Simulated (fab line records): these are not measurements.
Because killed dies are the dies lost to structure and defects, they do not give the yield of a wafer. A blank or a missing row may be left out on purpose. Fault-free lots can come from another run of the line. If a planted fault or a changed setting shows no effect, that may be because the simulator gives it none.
Chamber matching || flow n5 finfet || N5_BEOL_M12_DESCUM_15 on rie diel-03: 4 sister chambers
The step chemistry O2, time 7.9 s. 7 wafers are shown with their chamber, then 9 later ones without.

== EACH WAFER AND ITS CHAMBER ==
{"wafer": "L076.3", "chamber": 3, "showerhead plenum p Torr (Torr)": 2.19, "throttle valve pct (%)": 20.25}
{"wafer": "L084.1", "chamber": 2, "showerhead plenum p Torr (Torr)": 1.99, "throttle valve pct (%)": 20.56}
{"wafer": "L084.5", "chamber": 0, "showerhead plenum p Torr (Torr)": 2.02, "throttle valve pct (%)": 20.65}
{"wafer": "L084.6", "chamber": 1, "showerhead plenum p Torr (Torr)": 2.23, "throttle valve pct (%)": 20.29}
{"wafer": "L092.4", "chamber": 0, "showerhead plenum p Torr (Torr)": 2.01, "throttle valve pct (%)": 20.66}
{"wafer": "L092.5", "chamber": 2, "showerhead plenum p Torr (Torr)": 1.99, "throttle valve pct (%)": 20.58}
{"wafer": "L092.6", "chamber": 1, "showerhead plenum p Torr (Torr)": 2.22, "throttle valve pct (%)": 20.33}

== WAFERS WITHOUT THEIR CHAMBER ==
{"wafer": "L094.1", "showerhead plenum p Torr (Torr)": 2.01, "throttle valve pct (%)": 20.67}
{"wafer": "L094.2", "showerhead plenum p Torr (Torr)": 2.22, "throttle valve pct (%)": 20.31}
{"wafer": "L094.3", "showerhead plenum p Torr (Torr)": 1.99, "throttle valve pct (%)": 20.59}
{"wafer": "L095.1", "showerhead plenum p Torr (Torr)": 1.99, "throttle valve pct (%)": 20.59}
{"wafer": "L095.3", "showerhead plenum p Torr (Torr)": 2.22, "throttle valve pct (%)": 20.31}
{"wafer": "L095.5", "showerhead plenum p Torr (Torr)": 2.01, "throttle valve pct (%)": 20.67}
{"wafer": "L096.1", "showerhead plenum p Torr (Torr)": 2.22, "throttle valve pct (%)": 20.34}
{"wafer": "L096.5", "showerhead plenum p Torr (Torr)": 2.17, "throttle valve pct (%)": 20.33}
{"wafer": "L096.6", "showerhead plenum p Torr (Torr)": 2.01, "throttle valve pct (%)": 20.68}

== WHICH CHAMBER EACH ONE RAN IN ==
{"wafer": "L094.1", "from the rows above": 0, "in truth": 0}
{"wafer": "L094.2", "from the rows above": 1, "in truth": 1}
{"wafer": "L094.3", "from the rows above": 2, "in truth": 2}
{"wafer": "L095.1", "from the rows above": 2, "in truth": 2}
{"wafer": "L095.3", "from the rows above": 1, "in truth": 1}
{"wafer": "L095.5", "from the rows above": 0, "in truth": 0}
{"wafer": "L096.1", "from the rows above": 1, "in truth": 1}
{"wafer": "L096.5", "from the rows above": 3, "in truth": 3}
{"wafer": "L096.6", "from the rows above": 0, "in truth": 0}
Correct placement for 9 of the 9. Not placeable from these rows: 0. Wrongly placed: 0.
How it was worked out, from the rows above alone: a wafer's distance from a chamber is the root of the sum, over the readings, of the square of ((its reading less the chamber's mean) divided by the reading's scatter). The wafer belongs to the nearest chamber; if the next one is less than 2 further off, it can't be placed. Each chamber's mean is taken over the wafers shown for it. The scatter: take each reading less its chamber's mean, square it, sum over the shown wafers, divide by the number of wafers less the number of chambers, and take the root.
